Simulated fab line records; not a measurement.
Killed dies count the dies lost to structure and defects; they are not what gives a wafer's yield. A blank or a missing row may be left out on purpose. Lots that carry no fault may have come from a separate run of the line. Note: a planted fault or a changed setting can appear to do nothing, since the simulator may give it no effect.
Which of the tools did it? -- flow nand harc -- 6 lots with 18 wafers sampled at 3 steps, on a route of 1302 steps

== WHAT THE GAUGES SHOWED, per wafer ==
NHARC_A_CHANNEL_HOLE_D2_INSPECT_40.
lot,measured,on,raw defect count
L777,day 14 04:40,defect inspect-01,341 454 432
L784,day 17 11:29,defect inspect-02,259 834 392
L789,day 18 08:56,defect inspect-02,301 411 367
L795,day 20 10:32,defect inspect-01,409 558 427
L799,day 22 18:45,defect inspect-01,246 211 333
L800,day 22 23:19,defect inspect-02,251 305 165

== TOOL THAT RAN EACH LOT (tool first, then ch and the chambers of the sampled wafers, then the start) ==
lot,NHARC_A_CHANNEL_HOLE_D2_ETCH_26,NHARC_A_CHANNEL_HOLE_D2_STRIP_43
L777,"har etch-02 ch 0,1, day 14 02:47","rie diel-13 ch 0,1,3, day 14 03:37"
L784,"har etch-01 ch 0,1, day 17 09:33","rie diel-12 ch 0,2,3, day 17 10:26"
L789,"har etch-01 ch 0,1, day 18 06:59","rie diel-13 ch 2,3, day 18 07:53"
L795,"har etch-01 ch 0,1, day 20 08:41","rie diel-13 ch 1,2,3, day 20 09:29"
L799,"har etch-01 ch 0,1, day 22 16:50","rie diel-12 ch 0,2,3, day 22 17:43"
L800,"har etch-01 ch 0,1, day 22 21:23","rie diel-12 ch 2,3, day 22 22:16"
- NHARC_A_CHANNEL_HOLE_D2_ETCH_26: etches the open film in C4F8/O2/Ar, time 224.1 s, target depth 300 nm.
- NHARC_A_CHANNEL_HOLE_D2_STRIP_43: strips in O2/COS.

== THE ANSWER, worked out from the rows above alone ==
Rule: what is usual is taken from the lots themselves. Put in order of their means at a reading, lots are off if they are a third of the lots or fewer, leave a main group of 4 or more, and stand apart from it by a gap of 3 or more times the standard deviation of the main group's means; of several such gaps the widest counts. If all means in a main group match to the digits the tables above print for the reading, that group is not used. A lot without any number at a reading at which 4 lots or more have one is off too. All remaining lots with rows at the step are treated as sound.
Nothing can be told from this: no lot is off at any reading shown.

== WHAT WAS PUT IN BY THE SIMULATOR ==
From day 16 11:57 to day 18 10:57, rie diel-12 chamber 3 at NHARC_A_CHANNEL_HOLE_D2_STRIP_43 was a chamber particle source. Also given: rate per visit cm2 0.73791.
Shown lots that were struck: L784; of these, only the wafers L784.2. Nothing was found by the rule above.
